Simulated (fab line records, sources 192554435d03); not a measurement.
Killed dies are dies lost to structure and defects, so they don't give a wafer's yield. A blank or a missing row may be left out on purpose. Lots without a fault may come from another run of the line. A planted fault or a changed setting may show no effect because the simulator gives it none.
Chamber matching | flow n5_finfet | N5_MOL_CONTACT_COAG_VIA_ETCH_117 on rie_diel-01: 4 sister chambers
The step etches SiO2 in C4F6/O2, target depth 40 nm, overetch 8 nm, time 26 s. 4 wafers are shown with their chamber, then 11 later ones without.

WAFERS WITH THEIR CHAMBER
wafer  | chamber | showerhead_plenum_p_Torr (Torr)
L078.1 | 0       | 2.91
L083.2 | 1       | 2.75
L083.5 | 2       | 2.89
L085.2 | 3       | 2.92

WAFERS WITHOUT THEIR CHAMBER
wafer  | showerhead_plenum_p_Torr (Torr)
L085.4 | 2.75
L085.5 | 2.90
L086.3 | 2.92
L086.4 | 2.75
L086.5 | 2.92
L088.1 | 2.92
L088.2 | 2.75
L088.3 | 2.90
L097.2 | 2.74
L097.3 | 2.91
L097.5 | 2.88

WHICH CHAMBER EACH WENT THROUGH
wafer  | from the rows above          | in truth
L085.4 | 1                            | 1
L085.5 | can't be placed: 2 or 0 or 3 | 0
L086.3 | can't be placed: 3 or 0      | 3
L086.4 | 1                            | 1
L086.5 | can't be placed: 3 or 0      | 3
L088.1 | can't be placed: 3 or 0      | 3
L088.2 | 1                            | 1
L088.3 | can't be placed: 2 or 0 or 3 | 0
L097.2 | 1                            | 1
L097.3 | can't be placed: 0 or 3      | 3
L097.5 | 2                            | 2
Placed correctly: 5 of 11. Can't be placed from these rows: 6 (the true chamber is among the candidates in 6). Placed wrongly: 0.
How it was worked out, from the rows above alone: a wafer's distance from a chamber is the root of the sum, over the readings, of the square of ((its reading less the chamber's mean) divided by the reading's scatter). The wafer belongs to the nearest chamber; if the next one is less than 2 further off, it can't be placed. A chamber's mean is the mean of its shown wafers. The scatter: with one shown wafer a chamber, the root of the mean of the squares of how far each hidden wafer lies from its nearest shown one.
